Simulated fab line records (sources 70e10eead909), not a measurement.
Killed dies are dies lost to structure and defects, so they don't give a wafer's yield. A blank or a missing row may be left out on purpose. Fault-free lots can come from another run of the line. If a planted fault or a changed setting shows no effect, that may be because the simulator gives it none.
Which tool was responsible? | flow nand_harc | Sampling: 12 lots, 36 wafers, 6 of 1159 route steps

## WHAT EACH GAUGE READ, for each wafer
NHARC_P_BONDPAD_CD_MEAS_09: the cd target is 500 nm. Usual: 500.0 nm for cd_nm, sd 1.3.
lot  | measured     | on        | cd_nm (nm)        | flag
L867 | day 6 03:53  | cd_sem-03 | 498.1 498.8 497.4 |
L868 | day 6 14:10  | cd_sem-03 | 498.9 502.0 498.5 |
L870 | day 7 03:25  | cd_sem-03 | 500.6 499.1 498.8 |
L871 | day 7 13:11  | cd_sem-02 | 503.0 502.1 500.8 |
L875 | day 8 10:27  | cd_sem-02 | 500.6 499.7 497.8 |
L882 | day 10 01:13 | cd_sem-03 | 503.0 502.2 501.1 |
L883 | day 10 11:46 | cd_sem-03 | 500.5 498.8 500.3 |
L886 | day 11 07:28 | cd_sem-02 | 499.2 500.0 501.2 |
L888 | day 11 08:29 | cd_sem-03 | 501.0 498.9 498.7 |
L885 | day 11 08:46 | cd_sem-03 | 501.9 502.2 500.9 |
L887 | day 11 11:54 | cd_sem-03 | 501.9 499.2 499.1 |
L889 | day 11 18:31 | cd_sem-01 | 499.9 502.3 500.4 |

NHARC_A_ONON_D1_THK_MEAS_18: measures by ellipsometry. Usual: 1003 nm for thk_nm, sd 9.7.
lot  | measured     | on            | thk_nm (nm)    | flag
L867 | day 7 16:59  | film_metro-01 | 988 989 988    |
L868 | day 8 08:02  | film_metro-01 | 997 997 997    |
L870 | day 8 16:34  | film_metro-02 | 989 984 987    |
L871 | day 9 01:04  | film_metro-01 | 1919 1917 1918 | OFF
L875 | day 9 21:48  | film_metro-01 | 1916 1916 1915 | OFF
L882 | day 11 17:49 | film_metro-02 | 1012 1012 1013 |
L883 | day 12 00:26 | film_metro-01 | 1004 1001 1003 |
L886 | day 12 20:01 | film_metro-02 | 996 995 995    |
L888 | day 12 20:01 | film_metro-01 | 1006 1006 1008 |
L885 | day 12 20:01 | film_metro-01 | 1006 1006 1005 |
L887 | day 13 00:14 | film_metro-02 | 998 999 999    |
L889 | day 13 09:04 | film_metro-02 | 1000 1002 1003 |

NHARC_END_SORT_01. Usual: killed_at_array 31, standard deviation 12; killed_at_other 0.6, standard deviation 0.85; killed_at_periphery 3.0, standard deviation 2.3; killed_dies 35, standard deviation 12; killed_open 3.2, standard deviation 1.9; killed_short 1.8, standard deviation 1.4.
lot  | measured     | on        | killed_at_array | killed_at_other | killed_at_periphery | killed_dies | killed_open | killed_short | flag
L871 | day 19 21:23 | prober-02 | 675 676 676     | 0 0 0           | 2 1 1               | 677 677 677 | 3 3 1       | 3 1 3        | OFF
L875 | day 21 02:19 | prober-01 | 673 673 675     | 3 2 0           | 1 2 2               | 677 677 677 | 2 3 1       | 2 0 2        | OFF

## WHICH TOOL RAN EACH LOT (tool, then ch and the chambers of the sampled wafers, then the start)
lot  | NHARC_P_BONDPAD_STRIP_15           | NHARC_P_BONDPAD_ETCH_24                       | NHARC_A_ONON_D1_DEP_16
L867 | rie_diel-03 ch 0,3, day 6 04:30    | rie_diel-03 ch 0,3, day 7 16:28 or earlier    | pecvd_onon-04 ch 0, day 7 16:28
L868 | rie_diel-05 ch 0,1,2, day 6 14:49  | rie_diel-05 ch 1,2,3, day 8 07:31 or earlier  | pecvd_onon-02 ch 0, day 8 07:31
L870 | rie_diel-08 ch 0,2,3, day 7 04:04  | rie_diel-08 ch 0,2,3, day 7 04:13             | pecvd_onon-04 ch 0, day 8 16:03
L871 | rie_diel-03 ch 1,3, day 7 13:48    | rie_diel-03 ch 0,1,3, day 9 00:34 or earlier  | pecvd_onon-04 ch 0, day 9 00:34
L875 | rie_diel-03 ch 1,2,3, day 8 11:04  | rie_diel-03 ch 0,2,3, day 9 21:17 or earlier  | pecvd_onon-04 ch 0, day 9 21:17
L882 | rie_diel-05 ch 0,1, day 10 01:50   | rie_diel-05 ch 0,2,3, day 11 17:26 or earlier | pecvd_onon-02 ch 0, day 11 17:26
L883 | rie_diel-08 ch 0,2,3, day 10 12:25 | rie_diel-08 ch 0,1, day 11 23:55 or earlier   | pecvd_onon-02 ch 0, day 11 23:55
L886 | rie_diel-03 ch 1,2,3, day 11 08:05 | rie_diel-03 ch 0,1,2, day 12 19:30 or earlier | pecvd_onon-04 ch 0, day 12 19:30
L888 | rie_diel-03 ch 0,1,2, day 11 09:17 | rie_diel-03 ch 0,1,3, day 12 19:30 or earlier | pecvd_onon-02 ch 0, day 12 19:30
L885 | rie_diel-03 ch 0,1, day 11 09:24   | rie_diel-03 ch 1,2, day 12 19:31 or earlier   | pecvd_onon-03 ch 0, day 12 19:31
L887 | rie_diel-05 ch 1,3, day 11 12:31   | rie_diel-05 ch 1,2, day 12 23:47 or earlier   | pecvd_onon-04 ch 0, day 12 23:47
L889 | rie_diel-03 ch 1,3, day 11 19:07   | rie_diel-03 ch 1,2, day 13 08:40 or earlier   | pecvd_onon-04 ch 0, day 13 08:40
- NHARC_P_BONDPAD_STRIP_15: strips in O2.
- NHARC_P_BONDPAD_ETCH_24: etches the open film in CF4/N2, target depth 30 nm, time 72.99 s.
- NHARC_A_ONON_D1_DEP_16: target thk 1000 nm.

## WHAT THE TOOLS THEMSELVES READ (means of the sampled wafers that have a number; where no wafer has one, the mark that the record gives instead)
NHARC_P_BONDPAD_STRIP_15. Usual: drypump_motor_current_A 5.4 A, standard deviation 0.5; oes_product_au 1.002 a.u., standard deviation 0.0073; rf_vpp_V 57.8 V, standard deviation 0.86; showerhead_plenum_p_Torr 3.50 Torr, standard deviation 0.16; throttle_valve_pct 17.034 %, standard deviation 0.0091.
lot  | tool        | drypump_motor_current_A (A) | oes_product_au (a.u.) | rf_vpp_V (V) | showerhead_plenum_p_Torr (Torr) | throttle_valve_pct (%) | flag
L867 | rie_diel-03 | 5.3                         | 1.003                 | 57.8         | 3.42                            | 17.026                 |
L868 | rie_diel-05 | 5.9                         | 1.000                 | 58.5         | 3.69                            | 17.025                 |
L870 | rie_diel-08 | 5.8                         | 1.000                 | 56.9         | 3.52                            | 17.038                 |
L871 | rie_diel-03 | 5.3                         | 0.999                 | 56.9         | 3.39                            | 17.039                 |
L875 | rie_diel-03 | 5.3                         | 1.003                 | 57.5         | 3.39                            | 17.042                 |
L882 | rie_diel-05 | 6.0                         | 1.001                 | 58.1         | 3.75                            | 17.032                 |
L883 | rie_diel-08 | 5.8                         | 0.999                 | 57.4         | 3.50                            | 17.042                 |
L886 | rie_diel-03 | 5.3                         | 1.004                 | 56.9         | 3.38                            | 17.032                 |
L888 | rie_diel-03 | 5.1                         | 0.998                 | 57.7         | 3.49                            | 17.030                 |
L885 | rie_diel-03 | 4.7                         | 1.004                 | 58.3         | 3.57                            | 17.038                 |
L887 | rie_diel-05 | 6.0                         | 1.009                 | 58.1         | 3.66                            | 17.034                 |
L889 | rie_diel-03 | 5.0                         | 0.998                 | 58.1         | 3.46                            | 17.037                 |

NHARC_P_BONDPAD_ETCH_24. Usual: drypump_motor_current_A 5.4 A, standard deviation 0.49; oes_product_au 1.001 a.u., standard deviation 0.0071; rf_vpp_V 313.7 V, standard deviation 2.2; showerhead_plenum_p_Torr 2.60 Torr, standard deviation 0.12; throttle_valve_pct 19.796 %, standard deviation 0.0091.
lot  | tool        | drypump_motor_current_A (A) | oes_product_au (a.u.) | rf_vpp_V (V) | showerhead_plenum_p_Torr (Torr) | throttle_valve_pct (%) | flag
L867 | rie_diel-03 | 5.3                         | 0.997                 | 312.7        | 2.54                            | 19.788                 |
L868 | rie_diel-05 | 5.9                         | 1.002                 | 315.7        | 2.70                            | 19.791                 |
L870 | rie_diel-08 | 5.8                         | 1.005                 | 314.3        | 2.62                            | 19.793                 |
L871 | rie_diel-03 | 5.0                         | 0.998                 | 313.8        | 2.60                            | 19.796                 |
L875 | rie_diel-03 | 5.4                         | 0.999                 | 311.9        | 2.54                            | 19.794                 |
L882 | rie_diel-05 | 6.0                         | 1.005                 | 316.4        | 2.70                            | 19.789                 |
L883 | rie_diel-08 | 5.5                         | 0.989                 | 316.1        | 2.71                            | 19.799                 |
L886 | rie_diel-03 | 5.1                         | 1.005                 | 313.7        | 2.60                            | 19.801                 |
L888 | rie_diel-03 | 5.0                         | 0.998                 | 314.3        | 2.60                            | 19.793                 |
L885 | rie_diel-03 | 5.4                         | 1.002                 | 312.8        | 2.51                            | 19.792                 |
L887 | rie_diel-05 | 5.8                         | 1.001                 | 315.0        | 2.72                            | 19.803                 |
L889 | rie_diel-03 | 5.0                         | 1.002                 | 313.5        | 2.58                            | 19.785                 |

## THE ANSWER, worked out from the rows above alone
Rule: a lot counts as off when the mean over its wafers that have a number is more than 3 standard deviations away from the usual mean. A lot without any number at a reading at which 4 lots or more have one is off too. The other lots that the step has rows for count as sound. Order of review: gauges by route order, followed by the tools' own readings, for which a lot's mean as printed above is used. At the first step where some lot is off, the reading lying furthest off is the one used; lots without a number count as furthest.
Off at NHARC_A_ONON_D1_THK_MEAS_18 (thk_nm): L871, L875.
If a tool, at a process step before that reading, ran all the lots that are off and no sound lot after the first of them, it fits. Not tried: the gauges at NHARC_A_ONON_D1_THK_MEAS_18; whatever is off there is also off at NHARC_END_SORT_01, on other tools, and gauge error can't account for it. NHARC_P_BONDPAD_ETCH_24: start missing for some lots; hours and lot order therefore follow NHARC_A_ONON_D1_DEP_16. None of those tried fits.

## WHAT HAD BEEN PUT IN BY THE SIMULATOR
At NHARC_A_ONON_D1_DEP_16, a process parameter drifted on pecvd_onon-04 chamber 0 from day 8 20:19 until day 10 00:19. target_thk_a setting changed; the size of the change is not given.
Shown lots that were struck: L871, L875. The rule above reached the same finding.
